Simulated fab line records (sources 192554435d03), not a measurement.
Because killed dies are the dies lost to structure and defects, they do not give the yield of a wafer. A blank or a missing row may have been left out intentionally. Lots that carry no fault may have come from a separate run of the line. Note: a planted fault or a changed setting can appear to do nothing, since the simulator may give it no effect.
Matching of chambers / flow n5Finfet / N5_BEOL_M12_ETCH_68 on rieDiel-01 has 4 sister chambers
The step etches SOC in N2/H2, time 285 s. 16 wafers are shown with their chamber, then 8 later ones without.

## EACH WAFER AND ITS CHAMBER
wafer=L074.1; chamber=3; showerheadPlenumPTorr (Torr)=2.51; drypumpMotorCurrentA (A)=6.1; throttleValvePct (%)=17.59
wafer=L074.3; chamber=2; showerheadPlenumPTorr (Torr)=2.46; drypumpMotorCurrentA (A)=5.5; throttleValvePct (%)=17.46
wafer=L074.4; chamber=0; showerheadPlenumPTorr (Torr)=2.67; drypumpMotorCurrentA (A)=5.2; throttleValvePct (%)=17.76
wafer=L079.2; chamber=1; showerheadPlenumPTorr (Torr)=2.48; drypumpMotorCurrentA (A)=5.3; throttleValvePct (%)=17.70
wafer=L079.4; chamber=0; showerheadPlenumPTorr (Torr)=2.66; drypumpMotorCurrentA (A)=5.2; throttleValvePct (%)=17.79
wafer=L079.5; chamber=1; showerheadPlenumPTorr (Torr)=2.48; drypumpMotorCurrentA (A)=5.4; throttleValvePct (%)=17.70
wafer=L083.3; chamber=3; showerheadPlenumPTorr (Torr)=2.50; drypumpMotorCurrentA (A)=6.1; throttleValvePct (%)=17.64
wafer=L083.5; chamber=3; showerheadPlenumPTorr (Torr)=2.50; drypumpMotorCurrentA (A)=6.1; throttleValvePct (%)=17.63
wafer=L083.6; chamber=0; showerheadPlenumPTorr (Torr)=2.66; drypumpMotorCurrentA (A)=5.2; throttleValvePct (%)=17.83
wafer=L085.2; chamber=3; showerheadPlenumPTorr (Torr)=2.50; drypumpMotorCurrentA (A)=6.2; throttleValvePct (%)=17.64
wafer=L085.4; chamber=1; showerheadPlenumPTorr (Torr)=2.48; drypumpMotorCurrentA (A)=5.3; throttleValvePct (%)=17.72
wafer=L085.6; chamber=1; showerheadPlenumPTorr (Torr)=2.48; drypumpMotorCurrentA (A)=5.3; throttleValvePct (%)=17.72
wafer=L090.2; chamber=1; showerheadPlenumPTorr (Torr)=2.48; drypumpMotorCurrentA (A)=5.3; throttleValvePct (%)=17.73
wafer=L090.3; chamber=2; showerheadPlenumPTorr (Torr)=2.44; drypumpMotorCurrentA (A)=5.6; throttleValvePct (%)=17.51
wafer=L090.5; chamber=0; showerheadPlenumPTorr (Torr)=2.65; drypumpMotorCurrentA (A)=5.2; throttleValvePct (%)=17.83
wafer=L093.2; chamber=2; showerheadPlenumPTorr (Torr)=2.44; drypumpMotorCurrentA (A)=5.6; throttleValvePct (%)=17.54

SIGNATURES, as means of the wafers listed above
reading=showerheadPlenumPTorr; chamber 0=2.6600; chamber 1=2.4800; chamber 2=2.4467; chamber 3=2.5025; scatter within a chamber=0.00672
reading=drypumpMotorCurrentA; chamber 0=5.200; chamber 1=5.320; chamber 2=5.567; chamber 3=6.125; scatter within a chamber=0.043
reading=throttleValvePct; chamber 0=17.8025; chamber 1=17.7140; chamber 2=17.5033; chamber 3=17.6250; scatter within a chamber=0.0276
Rule: distance of a wafer from a chamber = root of the sum over the readings of ((wafer's reading minus chamber's mean) / reading's scatter) squared. If the next closest chamber is less than 2 further off than the closest, the wafer can't be placed; otherwise it belongs to the closest. The scatter: the root of (the sum of the squares of (reading less its chamber's mean) over the shown wafers, divided by (wafers less chambers)).

## WAFERS WITHOUT THEIR CHAMBER
wafer=L093.5; showerheadPlenumPTorr (Torr)=2.65; drypumpMotorCurrentA (A)=5.2; throttleValvePct (%)=17.85
wafer=L093.6; showerheadPlenumPTorr (Torr)=2.47; drypumpMotorCurrentA (A)=5.3; throttleValvePct (%)=17.76
wafer=L094.2; showerheadPlenumPTorr (Torr)=2.49; drypumpMotorCurrentA (A)=6.1; throttleValvePct (%)=17.67
wafer=L094.4; showerheadPlenumPTorr (Torr)=2.65; drypumpMotorCurrentA (A)=5.2; throttleValvePct (%)=17.84
wafer=L094.5; showerheadPlenumPTorr (Torr)=2.49; drypumpMotorCurrentA (A)=6.1; throttleValvePct (%)=17.68
wafer=L096.3; showerheadPlenumPTorr (Torr)=2.44; drypumpMotorCurrentA (A)=5.6; throttleValvePct (%)=17.55
wafer=L096.5; showerheadPlenumPTorr (Torr)=2.47; drypumpMotorCurrentA (A)=5.4; throttleValvePct (%)=17.75
wafer=L096.6; showerheadPlenumPTorr (Torr)=2.44; drypumpMotorCurrentA (A)=5.6; throttleValvePct (%)=17.57

## WHICH CHAMBER EACH ONE RAN IN
wafer=L093.5; from the rows above=0; in truth=0
wafer=L093.6; from the rows above=1; in truth=1
wafer=L094.2; from the rows above=3; in truth=3
wafer=L094.4; from the rows above=0; in truth=0
wafer=L094.5; from the rows above=3; in truth=3
wafer=L096.3; from the rows above=2; in truth=2
wafer=L096.5; from the rows above=1; in truth=1
wafer=L096.6; from the rows above=2; in truth=2
8 of 8 placed correctly. Not placeable from these rows: 0. Number placed wrongly: 0.
